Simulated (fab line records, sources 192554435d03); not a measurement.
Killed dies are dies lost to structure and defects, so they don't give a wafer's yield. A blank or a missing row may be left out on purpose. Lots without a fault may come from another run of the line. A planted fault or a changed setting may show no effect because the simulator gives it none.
Which tool did it? | flow n5_finfet | 9 lots, 26 wafers sampled, at 3 steps of a route of 1938

WHAT THE GAUGES READ, wafer by wafer
N5_SD_EPI_P_CD_MEAS_09: target cd 240 nm.
lot  | measured    | on        | cd_nm (nm)
L506 | day 3 18:37 | cd_sem-02 | 240.9 240.2 240.1
L509 | day 4 11:47 | cd_sem-01 | 240.0 239.6 240.2
L511 | day 4 22:52 | cd_sem-01 | 230.3 239.3
L520 | day 7 08:19 | cd_sem-01 | 240.2 240.6 240.4
L522 | day 7 19:13 | cd_sem-03 | 240.3 240.2 240.1
L524 | day 8 05:25 | cd_sem-02 | 240.3 240.2 240.6
L525 | day 8 14:18 | cd_sem-03 | 240.8 240.2 239.6
L526 | day 8 17:08 | cd_sem-03 | 240.3 239.7 239.9
L527 | day 9 01:21 | cd_sem-01 | 241.2 240.1 240.8

WHICH TOOL RAN EACH LOT (tool, then ch and the chambers of the sampled wafers, then the start)
lot  | N5_SD_EPI_N_ETCH_16               | N5_SD_EPI_P_PEB_07
L506 | rie_diel-01 ch 2,3, day 3 14:11   | litho_track-04 ch 0, day 3 18:34
L509 | rie_diel-04 ch 0,2,3, day 4 07:53 | litho_track-04 ch 0, day 4 11:43
L511 | rie_diel-03 ch 1,2, day 4 19:09   | litho_track-04 ch 0, day 4 22:49
L520 | rie_diel-04 ch 1,2,3, day 7 04:26 | litho_track-02 ch 0, day 7 08:15
L522 | rie_diel-03 ch 0,3, day 7 15:29   | litho_track-05 ch 0, day 7 19:08
L524 | rie_diel-04 ch 0,1,2, day 8 01:17 | litho_track-04 ch 0, day 8 05:21
L525 | rie_diel-01 ch 0,2,3, day 8 09:49 | litho_track-05 ch 0, day 8 14:14
L526 | rie_diel-03 ch 1,3, day 8 13:29   | litho_track-04 ch 0, day 8 17:04
L527 | rie_diel-03 ch 0,2,3, day 8 21:26 | litho_track-04 ch 0, day 9 01:17
- N5_SD_EPI_N_ETCH_16: etches SiO2 in CHF3/O2, target depth 5 nm.
- N5_SD_EPI_P_PEB_07: peb time 60 s.

THE ANSWER, worked out from the rows above alone
Rule: what is usual is taken from the lots themselves. Put in order of their means at a reading, lots are off if they are a third of the lots or fewer, leave a main group of 4 or more, and stand apart from it by a gap of 3 or more times the standard deviation of the main group's means; of several such gaps the widest counts. A main group whose means are all the same, to the digits that the tables above print for the reading, isn't used. A lot without any number at a reading at which 4 lots or more have one is off too. The other lots that the step has rows for count as sound.
Off: L511, at N5_SD_EPI_P_CD_MEAS_09 (cd_nm). The main group: mean 240.3 nm, standard deviation 0.24.
A tool fits if, at a process step before that reading, it ran every lot that is off, and no sound lot after the first of them. The gauges at N5_SD_EPI_P_CD_MEAS_09 are tried like those tools. None of those tried fits.

WHAT THE SIMULATOR HAD PUT IN
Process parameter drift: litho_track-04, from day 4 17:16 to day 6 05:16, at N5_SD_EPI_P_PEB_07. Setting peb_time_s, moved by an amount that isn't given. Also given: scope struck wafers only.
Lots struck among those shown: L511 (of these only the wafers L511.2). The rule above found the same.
